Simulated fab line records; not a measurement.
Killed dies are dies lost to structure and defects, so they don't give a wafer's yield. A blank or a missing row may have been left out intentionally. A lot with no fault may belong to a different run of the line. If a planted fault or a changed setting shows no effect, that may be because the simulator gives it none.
Matching of chambers    flow nandHarc    rieDiel-12 running NHARC_A_STAIRCASE_DESCUM_11: 4 sister chambers
The step chemistry O2, time 3 s. 8 wafers are shown with their chamber, then 11 later ones without.

== WAFERS WITH THEIR CHAMBER ==
wafer   chamber  drypumpMotorCurrentA (A)  showerheadPlenumPTorr (Torr)
L080.1  2        5.4                       1.91
L081.1  3        4.7                       1.86
L081.5  3        4.7                       1.86
L085.5  0        5.8                       1.91
L086.1  2        5.5                       1.91
L086.2  0        5.8                       1.90
L086.4  1        6.0                       1.98
L088.2  1        6.0                       1.98

== WAFERS MISSING THEIR CHAMBER ==
wafer   drypumpMotorCurrentA (A)  showerheadPlenumPTorr (Torr)
L088.4  4.7                       1.85
L088.6  4.7                       1.85
L091.1  5.8                       1.90
L091.3  4.7                       1.85
L091.6  5.5                       1.90
L094.3  4.7                       1.85
L094.4  5.4                       1.90
L094.6  5.4                       1.90
L097.1  4.7                       1.85
L097.2  5.4                       1.90
L097.6  5.8                       1.90

== THE CHAMBER EACH PASSED THROUGH ==
wafer   from the rows above  in truth
L088.4  3                    3
L088.6  3                    3
L091.1  0                    0
L091.3  3                    3
L091.6  2                    2
L094.3  3                    3
L094.4  2                    2
L094.6  2                    2
L097.1  3                    3
L097.2  2                    2
L097.6  0                    0
Correctly placed: 11 of 11. Left unplaced by these rows: 0. 0 placed wrongly.
How it was worked out, from the rows above alone: a wafer's distance from a chamber is the root of the sum, over the readings, of the square of ((its reading less the chamber's mean) divided by the reading's scatter). The wafer belongs to the nearest chamber; if the next one is less than 2 further off, it can't be placed. Each chamber's mean is taken over the wafers shown for it. The scatter: the root of (the sum of the squares of (reading less its chamber's mean) over the shown wafers, divided by (wafers less chambers)).
